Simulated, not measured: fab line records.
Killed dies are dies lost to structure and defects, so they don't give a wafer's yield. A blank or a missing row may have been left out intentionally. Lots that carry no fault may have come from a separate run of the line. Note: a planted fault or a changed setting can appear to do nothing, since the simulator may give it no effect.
What tool caused it? + flow n5 finfet + 27 wafers from 9 lots sampled at 5 of the route's 1938 steps

== WHAT EACH GAUGE READ, for each wafer ==
N5_MOL_CONTACT_COAG_CD_MEAS_99: the cd target is 17.2 nm. Usual: cd nm at 17.0 nm, with a standard deviation of 0.52.
| lot  | measured     | on        | cd nm (nm)     | flag |
|------|--------------|-----------|----------------|------|
| L940 | day 4 23:45  | cd sem-02 | 16.6 16.4 16.3 |      |
| L941 | day 5 04:08  | cd sem-01 | 17.0 17.2 16.9 |      |
| L945 | day 6 14:23  | cd sem-01 | 16.1 18.2 16.2 |      |
| L952 | day 7 21:28  | cd sem-01 | 17.6 16.3 16.5 |      |
| L955 | day 8 16:08  | cd sem-02 | 17.2 18.0 17.4 |      |
| L957 | day 9 08:46  | cd sem-03 | 17.3 17.6 16.3 |      |
| L958 | day 9 12:39  | cd sem-03 | 17.2 16.6 16.4 |      |
| L959 | day 9 20:38  | cd sem-02 | 17.2 16.6 17.7 |      |
| L961 | day 10 03:38 | cd sem-01 | 17.2 17.3 17.7 |      |

N5_BEOL_M4_RC_MEAS_101. Usual: DIBL_N 36.1 mV/V, standard deviation 2.5; DIBL_P 36 mV/V, standard deviation 3.3; IOFF_N 0.16 nA/um, standard deviation 0.046; IOFF_P 0.20 nA/um, standard deviation 0.051; ION_N 676 uA/um, standard deviation 16; ION_P 462 uA/um, standard deviation 11; SS_N 71.6 mV/dec, standard deviation 0.87; SS_P 73.2 mV/dec, standard deviation 0.86; VT_N 251 mV, standard deviation 4.4; VT_P -252 mV, standard deviation 4.6.
| lot  | measured     | on        | DIBL_N (mV/V)  | DIBL_P (mV/V) | IOFF_N (nA/um) | IOFF_P (nA/um) | ION_N (uA/um) | ION_P (uA/um) | SS_N (mV/dec)  | SS_P (mV/dec)  | VT_N (mV)   | VT_P (mV)      | flag |
|------|--------------|-----------|----------------|---------------|----------------|----------------|---------------|---------------|----------------|----------------|-------------|----------------|------|
| L940 | day 9 00:22  | prober-02 | 39.6 32.8 35.8 | 40 33 34      | 0.22 0.11 0.17 | 0.24 0.14 0.17 | 684 672 671   | 462 458 455   | 72.7 70.8 72.8 | 74.3 72.5 72.4 | 247 257 255 | -252 -255 -253 |      |
| L941 | day 9 16:25  | prober-02 | 37.8 31.4 38.4 | 36 29 35      | 0.17 0.09 0.17 | 0.22 0.13 0.19 | 690 667 676   | 469 461 463   | 71.1 70.0 71.7 | 73.6 71.8 72.9 | 249 255 253 | -248 -257 -249 |      |
| L945 | day 11 07:46 | prober-02 | 36.1 34.7 37.5 | 38 37 40      | 0.14 0.13 0.17 | 0.17 0.16 0.21 | 685 680 683   | 462 460 468   | 72.3 70.9 72.2 | 73.4 73.3 73.8 | 253 252 250 | -256 -254 -252 |      |
| L952 | day 12 11:47 | prober-01 | 37.9 32.9 34.2 | 39 34 35      | 0.20 0.12 0.15 | 0.21 0.15 0.17 | 692 668 681   | 461 452 455   | 72.2 70.1 70.8 | 73.8 73.0 72.6 | 244 252 246 | -251 -255 -253 |      |
| L955 | day 13 11:35 | prober-02 | 33.7 31.6 34.4 | 31 31 32      | 0.11 0.10 0.14 | 0.13 0.13 0.15 | 662 674 685   | 456 461 461   | 71.3 70.2 71.9 | 72.1 72.6 72.2 | 256 253 252 | -256 -254 -253 |      |
| L957 | day 13 20:38 | prober-02 | 33.8 32.8 33.2 | 32 30 29      | 0.11 0.10 0.10 | 0.16 0.13 0.12 | 661 663 655   | 460 457 446   | 70.5 70.5 71.1 | 72.4 72.3 71.8 | 252 254 255 | -251 -259 -258 |      |
| L958 | day 14 01:21 | prober-01 | 35.2 33.2 34.9 | 35 31 33      | 0.13 0.10 0.13 | 0.20 0.14 0.18 | 672 647 664   | 473 452 461   | 71.3 71.0 71.7 | 72.6 72.2 72.7 | 253 258 255 | -252 -257 -252 |      |
| L959 | day 14 15:49 | prober-02 | 33.9 39.7 36.0 | 34 41 32      | 0.13 0.25 0.16 | 0.19 0.34 0.16 | 663 706 661   | 455 477 451   | 71.0 72.1 73.0 | 72.9 74.5 72.5 | 253 244 253 | -250 -243 -249 |      |
| L961 | day 15 02:44 | prober-01 | 40.5 39.1 35.2 | 40 40 34      | 0.22 0.21 0.11 | 0.27 0.30 0.19 | 656 690 630   | 451 481 447   | 73.0 72.1 70.9 | 73.8 74.3 72.7 | 252 248 256 | -249 -245 -251 |      |

== TOOL THAT RAN EACH LOT (tool first, then ch and the chambers of the sampled wafers, then the start) ==
| lot  | N5_MOL_CONTACT_COAG_CONTACT_ETCH_14 | N5_MOL_CONTACT_COAG_ALD_20          | N5_MOL_CONTACT_COAG_CMP_23    |
|------|-------------------------------------|-------------------------------------|-------------------------------|
| L940 | rie diel-03 ch 0,1,3, day 4 23:32   | ald metal-02 ch 1,3, day 5 01:00    | cmp-04 ch 1,3, day 5 05:56    |
| L941 | rie diel-05 ch 0,3, day 5 03:56     | ald metal-01 ch 0,2,3, day 5 05:40  | cmp-04 ch 1,2,3, day 5 10:07  |
| L945 | rie diel-02 ch 0,1, day 6 14:10     | ald metal-01 ch 0,1, day 6 14:58    | cmp-04 ch 0,2,3, day 6 22:31  |
| L952 | rie diel-05 ch 0,3, day 7 21:14     | ald metal-03 ch 0,3, day 7 23:36    | cmp-02 ch 1,2, day 8 03:57    |
| L955 | rie diel-05 ch 0,1,3, day 8 15:55   | ald metal-02 ch 0,2,3, day 8 16:44  | cmp-01 ch 0,1,2, day 8 22:38  |
| L957 | rie diel-02 ch 0,1,2, day 9 08:32   | ald metal-02 ch 0,1,2, day 9 10:17  | cmp-02 ch 0,1, day 9 15:23    |
| L958 | rie diel-03 ch 0,1,3, day 9 12:26   | ald metal-01 ch 1,2,3, day 9 13:14  | cmp-04 ch 1,3, day 9 18:45    |
| L959 | rie diel-05 ch 0,3, day 9 20:25     | ald metal-02 ch 0,2,3, day 9 21:20  | cmp-04 ch 1,2,3, day 10 02:07 |
| L961 | rie diel-03 ch 2,3, day 10 03:25    | ald metal-01 ch 0,2,3, day 10 05:13 | cmp-04 ch 2,3, day 10 11:06   |
- N5_MOL_CONTACT_COAG_CONTACT_ETCH_14: etches SiO2 in C4F6/O2, target depth 27.5 nm, overetch 8.5 nm, time 20 s.
- N5_MOL_CONTACT_COAG_ALD_20: deposits TiN, target thk 1.5 nm, pulse time 1 s, purge time 3 s.
- N5_MOL_CONTACT_COAG_CMP_23: polishes, stops on SiO2, t overpolish 1.5 s, target thk 0 nm.

== WHAT THE TOOLS THEMSELVES READ (means of the sampled wafers that have a number; where no wafer has one, the mark that the record gives instead) ==
N5_MOL_CONTACT_COAG_CONTACT_ETCH_14. Usual: drypump motor current A 5.7 A, standard deviation 0.39; oes_ar_750_au 0.78 a.u., standard deviation 0.091; oes product au 0.67 a.u., standard deviation 0.072; rf vpp V 694.0 V, standard deviation 2.9; showerhead plenum p Torr 2.92 Torr, standard deviation 0.078; throttle valve pct 21.35 %, standard deviation 0.25.
| lot  | tool        | drypump motor current A (A) | oes_ar_750_au (a.u.) | oes product au (a.u.) | rf vpp V (V) | showerhead plenum p Torr (Torr) | throttle valve pct (%) | flag |
|------|-------------|-----------------------------|----------------------|-----------------------|--------------|---------------------------------|------------------------|------|
| L940 | rie diel-03 | 5.6                         | 0.70                 | 0.61                  | 695.1        | 2.95                            | 21.55                  |      |
| L941 | rie diel-05 | 5.6                         | 0.75                 | 0.63                  | 696.5        | 2.98                            | 21.27                  |      |
| L945 | rie diel-02 | 6.0                         | 0.91                 | 0.76                  | 697.1        | 2.98                            | 20.91                  |      |
| L952 | rie diel-05 | 5.5                         | 0.71                 | 0.62                  | 694.5        | 2.98                            | 21.46                  |      |
| L955 | rie diel-05 | 5.7                         | 0.76                 | 0.65                  | 694.0        | 2.91                            | 21.31                  |      |
| L957 | rie diel-02 | 5.7                         | 0.85                 | 0.71                  | 696.1        | 2.97                            | 21.02                  |      |
| L958 | rie diel-03 | 5.6                         | 0.76                 | 0.66                  | 693.7        | 2.93                            | 21.51                  |      |
| L959 | rie diel-05 | 5.6                         | 0.72                 | 0.61                  | 695.4        | 2.96                            | 21.33                  |      |
| L961 | rie diel-03 | 5.4                         | 0.88                 | 0.75                  | 693.5        | 2.94                            | 21.15                  |      |

N5_MOL_CONTACT_COAG_ALD_20. Usual: heater power w 914 W, standard deviation 70; precursor pulse height rel 1.000, standard deviation 0.02.
| lot  | tool         | heater power w (W) | precursor pulse height rel | flag |
|------|--------------|--------------------|----------------------------|------|
| L940 | ald metal-02 | 900                | 1.005                      |      |
| L941 | ald metal-01 | 871                | 0.985                      |      |
| L945 | ald metal-01 | 976                | 1.013                      |      |
| L952 | ald metal-03 | 954                | 1.001                      |      |
| L955 | ald metal-02 | 901                | 1.014                      |      |
| L957 | ald metal-02 | 923                | 1.006                      |      |
| L958 | ald metal-01 | 909                | 1.004                      |      |
| L959 | ald metal-02 | 905                | 0.996                      |      |
| L961 | ald metal-01 | 896                | 1.020                      |      |

N5_MOL_CONTACT_COAG_CMP_23. Usual: head pressure psi 1.999 psi, standard deviation 0.0046; motor current A 8.4 A, standard deviation 0.83; overpolish run s 1.500 s, standard deviation 0.01; time to endpoint s 9.9 s, standard deviation 2.9.
| lot  | tool   | head pressure psi (psi) | motor current A (A) | overpolish run s (s) | time to endpoint s (s) | flag |
|------|--------|-------------------------|---------------------|----------------------|------------------------|------|
| L940 | cmp-04 | 1.999                   | 8.7                 | 1.488                | 12.5                   |      |
| L941 | cmp-04 | 1.999                   | 8.5                 | 1.487                | 11.1                   |      |
| L945 | cmp-04 | 2.076                   | 8.5                 | 1.494                | 6.4                    | OFF  |
| L952 | cmp-02 | 1.996                   | 8.0                 | 1.498                | 11.5                   |      |
| L955 | cmp-01 | 2.000                   | 8.5                 | 1.509                | 11.4                   |      |
| L957 | cmp-02 | 2.001                   | 8.3                 | 1.500                | 8.8                    |      |
| L958 | cmp-04 | 1.998                   | 8.5                 | 1.502                | 11.6                   |      |
| L959 | cmp-04 | 1.999                   | 8.6                 | 1.502                | 7.7                    |      |
| L961 | cmp-04 | 2.006                   | 8.6                 | 1.493                | 8.9                    |      |

== THE ANSWER, worked out from the rows above alone ==
Rule: lot off if the mean of its wafers having a number is beyond 3 standard deviations from the usual mean. Also off: a lot with no number at a reading for which 4 or more lots have one. All remaining lots with rows at the step are treated as sound. The gauges are gone through in route order, then the tools' own readings, and for those a lot's mean is taken as printed above. The first step at which some lot is off is used, and at that step the reading that is off furthest; a lot without a number counts as furthest.
Off at N5_MOL_CONTACT_COAG_CMP_23 (head pressure psi): L945.
If a tool, at that step or one of the process steps before it, ran each lot that is off and ran no sound lot following the first of them, it fits. Not one of the candidates tried fits.

== WHAT THE SIMULATOR HAD PUT IN ==
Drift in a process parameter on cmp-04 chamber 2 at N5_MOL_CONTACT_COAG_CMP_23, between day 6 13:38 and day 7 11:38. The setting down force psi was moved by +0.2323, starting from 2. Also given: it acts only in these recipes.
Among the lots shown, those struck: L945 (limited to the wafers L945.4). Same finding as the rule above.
